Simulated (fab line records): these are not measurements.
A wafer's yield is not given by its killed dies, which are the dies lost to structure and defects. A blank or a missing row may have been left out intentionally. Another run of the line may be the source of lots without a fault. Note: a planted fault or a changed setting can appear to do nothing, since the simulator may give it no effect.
Matching of chambers | flow n5 finfet | N5_BEOL_M2_CO_CAP_55 on cvd co-01: 3 sister chambers
The step material Co, precursor CCTBA/H2, target thk 2 nm, time 102.1 s. 6 wafers are shown with their chamber, then 12 later ones without.

WAFERS PAIRED WITH THEIR CHAMBERS
wafer  | chamber | heater power w (W)
L093.1 | 2       | 205
L093.2 | 1       | 232
L093.3 | 0       | 231
L093.4 | 1       | 232
L093.5 | 2       | 209
L093.6 | 0       | 226

WAFERS MISSING THEIR CHAMBER
wafer  | heater power w (W)
L091.2 | 227
L091.5 | 227
L091.6 | 204
L092.1 | 227
L092.2 | 226
L092.4 | 210
L094.1 | 213
L094.5 | 228
L094.6 | 226
L096.1 | 232
L096.4 | 232
L096.5 | 225

WHICH CHAMBER EACH ONE RAN IN
wafer  | from the rows above     | in truth
L091.2 | can't be placed: 0 or 1 | 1
L091.5 | can't be placed: 0 or 1 | 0
L091.6 | 2                       | 2
L092.1 | can't be placed: 0 or 1 | 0
L092.2 | can't be placed: 0 or 1 | 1
L092.4 | 2                       | 2
L094.1 | 2                       | 2
L094.5 | can't be placed: 0 or 1 | 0
L094.6 | can't be placed: 0 or 1 | 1
L096.1 | can't be placed: 1 or 0 | 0
L096.4 | can't be placed: 1 or 0 | 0
L096.5 | can't be placed: 0 or 1 | 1
Placed correctly: 3 of 12. These rows do not allow placing 9 (true chamber among the candidates in 9). Wrongly placed: 0.
How it was worked out, from the rows above alone: a wafer's distance from a chamber is the root of the sum, over the readings, of the square of ((its reading less the chamber's mean) divided by the reading's scatter). The wafer belongs to the nearest chamber; if the next one is less than 2 further off, it can't be placed. A chamber's mean is the mean of its shown wafers. The scatter: take each reading less its chamber's mean, square it, sum over the shown wafers, divide by the number of wafers less the number of chambers, and take the root.
